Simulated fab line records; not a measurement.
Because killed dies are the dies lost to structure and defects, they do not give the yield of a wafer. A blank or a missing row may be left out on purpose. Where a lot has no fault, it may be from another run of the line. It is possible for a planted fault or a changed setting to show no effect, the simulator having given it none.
The same fault as seen by 2 desks	flow nand-harc	every desk sees just its own numbers, and what lay behind them comes last

== THE METROLOGY DESK ==
Lot by lot, what the gauges showed, no matter which tool ran the lot: averages of those sampled wafers that carry a number. A lot is out of limits, marked OUT, if its mean lies more than 4 standard deviations from the usual mean; the brackets give that distance.
Columns: A = cd-nm at NHARC_A_SLIT_CD_MEAS_21, usual 289.4 nm
lot	first seen here	A
L991	day 14 10:59	287.1
L997	day 15 12:41	290.2
L100	day 16 20:14	288.8
L103	day 17 16:52	289.8
L102	day 17 19:58	289.4
L106	day 18 07:25	290.6
L109	day 18 11:05	288.8
L112	day 19 10:41	290.3
L113	day 19 10:56	289.8
L111	day 19 22:38	289.1
L114	day 20 00:13	290.0
This desk found nothing out of limits on any of the 11 lots.

== DESK OF THE TOOL OWNER: rie-metal-02 ==
The tool's own readings at NHARC_A_WL_FILL_ETCHBACK_04 (etches the open film in NF3, target depth 60 nm, time 120 s): means of the sampled wafers that have a number, for each lot that ran on this tool. A lot is out of limits, marked OUT, if its mean lies more than 4 standard deviations from the usual mean; the brackets give that distance.
Columns: A = drypump-motor-current-A at NHARC_A_WL_FILL_ETCHBACK_04, usual 5.8 A; B = oes-product-au at NHARC_A_WL_FILL_ETCHBACK_04, usual 0.990 a.u.; C = run-length-s at NHARC_A_WL_FILL_ETCHBACK_04, usual 141.0 s
lot	first seen here	A	B	C
L997	day 16 02:46	6.0	0.994	126.9 (-41) OUT
L100	day 17 14:21	6.1	0.994	112.1 (-85) OUT
L113	day 20 03:00	6.1	0.987	141.3
L114	day 20 11:02	6.1	0.992	141.0
This desk finds L100, L997 out of limits, L997 being first, at day 16 02:46 (run-length-s at NHARC_A_WL_FILL_ETCHBACK_04). In limits: L113, L114.

== BROUGHT TOGETHER ==
The tool owner's desk had the chance to raise an alarm at day 16 02:46 on L100, L997.
At the metrology desk, nothing out of limits was observed.
The metrology desk holds a record of L100, L997, inside its limits.
Of the lots named, all ran NHARC_A_WL_FILL_ETCHBACK_04 on rie-metal-02.

== WHAT THE SIMULATOR PUT IN ==
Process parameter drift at NHARC_A_WL_FILL_ETCHBACK_04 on rie-metal-02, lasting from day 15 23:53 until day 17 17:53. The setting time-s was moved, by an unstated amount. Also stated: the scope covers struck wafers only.
Struck lots among those shown: L100, L997.
Delay in hours, fault start to first out-of-limits reading, by desk: the tool owner's desk at 3.
